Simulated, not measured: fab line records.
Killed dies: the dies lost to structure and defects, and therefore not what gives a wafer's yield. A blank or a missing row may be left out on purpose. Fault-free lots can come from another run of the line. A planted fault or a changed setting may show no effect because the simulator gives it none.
What tool caused it? -- flow nand-harc -- 24 lots, 72 wafers sampled, at 4 steps of a route of 1302

== WHAT THE GAUGES SHOWED, per wafer ==
NHARC_A_CONTACT_OVL_MEAS_70.
lot,measured,on,overlay-x-nm (nm),overlay-y-nm (nm)
L074,day 21 19:17,overlay-01,-0.7 -0.2 -0.4,0.8 0.7 0.6
L076,day 22 10:14,overlay-02,-0.6 -1.7 -1.3,-0.7 -0.8 0.0
L075,day 22 11:34,overlay-01,-0.4 -0.4 -0.4,-1.4 -0.5 -0.7
L077,day 23 03:43,overlay-02,1.5 1.3 1.0,1.1 1.1 1.3
L079,day 23 17:17,overlay-01,-0.6 -0.7 -0.4,-0.7 -0.7 -0.8
L080,day 23 18:13,overlay-02,-0.8 -0.3 -0.7,-0.8 -1.2 -0.9
L078,day 23 21:27,overlay-02,-0.7 -0.7 -0.3,0.6 0.2 0.4
L081,day 25 05:11,overlay-01,0.6 0.2 0.4,-0.4 -0.8 -1.3
L082,day 25 07:19,overlay-02,0.4 0.4 0.6,0.8 0.2 0.2
L083,day 26 02:47,overlay-01,1.3 1.4 1.2,1.3 1.1 0.9
L084,day 26 09:23,overlay-02,-0.1 -1.1 -0.6,-0.5 -0.6 -0.2
L085,day 26 20:08,overlay-01,0.4 -0.4 -0.3,0.3 0.1 0.3
L087,day 26 20:48,overlay-01,-0.1 -0.3 -0.4,0.0 0.0 -0.7
L086,day 27 08:39,overlay-01,0.1 0.0 0.0,0.4 0.3 0.4
L089,day 27 19:41,overlay-01,-1.6 -1.0 -1.0,1.1 1.1 1.1
L088,day 27 20:12,overlay-01,0.4 1.0 0.9,0.0 -0.8 -0.1
L090,day 28 13:49,overlay-01,1.2 1.2 1.4,-1.6 -0.9 -1.3
L091,day 29 07:11,overlay-01,0.6 0.9 0.9,1.9 1.3 1.5
L092,day 29 07:20,overlay-02,-0.1 0.6 0.5,-1.3 -1.4 -0.8
L093,day 29 22:52,overlay-01,-0.4 0.0 -0.6,2.4 2.6 2.9
L094,day 30 01:42,overlay-02,-0.4 0.4 0.0,1.6 1.6 1.7
L095,day 30 15:17,overlay-01,1.1 1.2 0.6,0.0 0.1 -0.3
L096,day 30 15:26,overlay-02,0.4 0.7 0.7,-1.3 -0.9 -1.6
L097,day 32 13:08,overlay-02,0.9 1.2 0.8,-0.6 -0.8 -0.4

NHARC_A_CONTACT_INSPECT_71.
lot,measured,on,raw-defect-count
L074,day 21 19:19,defect-inspect-02,50 41 50
L076,day 22 10:17,defect-inspect-02,113 98 105
L075,day 22 11:36,defect-inspect-02,57 53 61
L077,day 23 03:45,defect-inspect-01,70 65 64
L079,day 23 17:19,defect-inspect-02,26 21 18
L080,day 23 18:15,defect-inspect-02,103 114 91
L078,day 23 21:29,defect-inspect-01,95 97 94
L081,day 25 05:13,defect-inspect-01,61 68 70
L082,day 25 07:22,defect-inspect-01,111 115 115
L083,day 26 02:50,defect-inspect-01,34 43 42
L084,day 26 09:25,defect-inspect-01,69 73 57
L085,day 26 20:10,defect-inspect-01,146 121 129
L087,day 26 20:50,defect-inspect-01,44 52 48
L086,day 27 08:41,defect-inspect-01,75 74 81
L089,day 27 19:43,defect-inspect-01,79 77 65
L088,day 27 20:14,defect-inspect-01,93 104 92
L090,day 28 13:52,defect-inspect-01,109 109 104
L091,day 29 07:13,defect-inspect-01,60 60 68
L092,day 29 07:23,defect-inspect-01,120 134 104
L093,day 29 22:54,defect-inspect-02,45 27 25
L094,day 30 01:44,defect-inspect-02,132 124 141
L095,day 30 15:19,defect-inspect-01,74 64 62
L096,day 30 15:29,defect-inspect-02,87 86 85
L097,day 32 13:11,defect-inspect-01,79 58 69

NHARC_A_CONTACT_INSPECT_10.
lot,measured,on,raw-defect-count
L074,day 22 03:38,defect-inspect-01,52 44 53
L076,day 22 18:02,defect-inspect-02,117 102 108
L075,day 22 19:23,defect-inspect-02,60 52 63
L077,day 23 13:34,defect-inspect-02,69 61 66
L079,day 24 05:17,defect-inspect-02,29 22 20
L080,day 24 02:42,defect-inspect-01,107 112 90
L078,day 24 05:59,defect-inspect-01,95 106 103
L081,day 25 13:34,defect-inspect-02,61 67 64
L082,day 25 15:07,defect-inspect-01,111 123 121
L083,day 26 10:28,defect-inspect-01,33 42 42
L084,day 26 21:55,defect-inspect-01,72 66 62
L085,day 27 10:28,defect-inspect-01,145 116 138
L087,day 27 11:19,defect-inspect-01,49 58 51
L086,day 27 21:37,defect-inspect-01,77 72 82
L089,day 28 06:05,defect-inspect-01,80 80 70
L088,day 28 06:23,defect-inspect-01,100 103 99
L090,day 28 23:39,defect-inspect-01,112 109 113
L091,day 29 17:01,defect-inspect-02,66 57 70
L092,day 29 15:31,defect-inspect-01,127 135 103
L093,day 30 11:06,defect-inspect-01,50 31 29
L094,day 30 12:03,defect-inspect-01,139 129 145
L095,day 31 00:09,defect-inspect-02,76 62 62
L096,day 30 23:35,defect-inspect-02,84 85 87
L097,day 33 01:49,defect-inspect-02,73 58 67

== WHICH TOOL RAN EACH LOT (tool, then ch and the chambers of the sampled wafers, then the start) ==
lot,NHARC_A_CONTACT_ETCH_133
L074,"har-cap-etch-02 ch 0,1, day 21 23:06"
L076,"har-cap-etch-01 ch 0,1, day 22 13:30"
L075,"har-cap-etch-02 ch 0,1, day 22 14:49"
L077,"har-cap-etch-01 ch 0,1, day 23 07:02"
L079,"har-cap-etch-01 ch 0,1, day 24 00:35"
L080,"har-cap-etch-02 ch 0,1, day 23 21:28"
L078,"har-cap-etch-03 ch 0,1, day 24 00:46"
L081,"har-cap-etch-03 ch 0,1, day 25 08:39"
L082,"har-cap-etch-02 ch 0,1, day 25 10:38"
L083,"har-cap-etch-03 ch 0,1, day 26 06:11"
L084,"har-cap-etch-03 ch 0,1, day 26 12:52"
L085,"har-cap-etch-03 ch 1, day 26 23:30"
L087,"har-cap-etch-02 ch 0,1, day 27 00:06"
L086,"har-cap-etch-01 ch 0,1, day 27 12:01"
L089,"har-cap-etch-01 ch 0, day 27 23:32"
L088,"har-cap-etch-03 ch 0,1, day 28 00:24"
L090,"har-cap-etch-01 ch 0,1, day 28 17:21"
L091,"har-cap-etch-02 ch 0,1, day 29 10:48"
L092,"har-cap-etch-03 ch 0,1, day 29 10:44"
L093,"har-cap-etch-03 ch 0,1, day 30 02:30"
L094,"har-cap-etch-01 ch 0,1, day 30 04:58"
L095,"har-cap-etch-03 ch 0,1, day 30 19:30"
L096,"har-cap-etch-01 ch 0,1, day 30 19:04"
L097,"har-cap-etch-01 ch 0,1, day 32 17:11"
- NHARC_A_CONTACT_ETCH_133: etches the open film in C4F8/O2/Ar, time 374 s, target depth 1610 nm.

== AS READ BY THE TOOLS THEMSELVES (means over the sampled wafers that have a number; for cases with no such wafer, the mark the record gives instead) ==
NHARC_A_CONTACT_ETCH_133.
lot,tool,chamber-pressure-mTorr (mTorr)
L074,har-cap-etch-02,20.007
L076,har-cap-etch-01,20.011
L075,har-cap-etch-02,20.009
L077,har-cap-etch-01,20.002
L079,har-cap-etch-01,20.006
L080,har-cap-etch-02,19.991
L078,har-cap-etch-03,19.988
L081,har-cap-etch-03,19.981
L082,har-cap-etch-02,20.000
L083,har-cap-etch-03,19.981
L084,har-cap-etch-03,20.001
L085,har-cap-etch-03,20.012
L087,har-cap-etch-02,20.005
L086,har-cap-etch-01,20.012
L089,har-cap-etch-01,20.007
L088,har-cap-etch-03,20.014
L090,har-cap-etch-01,20.004
L091,har-cap-etch-02,20.004
L092,har-cap-etch-03,20.019
L093,har-cap-etch-03,20.007
L094,har-cap-etch-01,19.976
L095,har-cap-etch-03,19.978
L096,har-cap-etch-01,19.996
L097,har-cap-etch-01,20.002

== THE ANSWER, worked out from the rows above alone ==
Rule: the usual values come from the lots themselves. The widest of any qualifying gaps counts: lots, ordered by their means at a reading, are off when they make up no more than a third of the lots, leave a main group of 4 or more, and stand apart from it by 3 or more times the standard deviation of that group's means. If all means in a main group match to the digits the tables above print for the reading, that group is not used. A lot without any number at a reading at which 4 lots or more have one is off too. All remaining lots with rows at the step are treated as sound. First the gauges in route order, then the tools' own readings, where a lot's mean is used as printed above. The first step at which some lot is off is used, and at that step the reading that is off furthest; a lot without a number counts as furthest.
No lot is off at any reading shown: from this, nothing can be told.

== WHAT WAS PUT IN BY THE SIMULATOR ==
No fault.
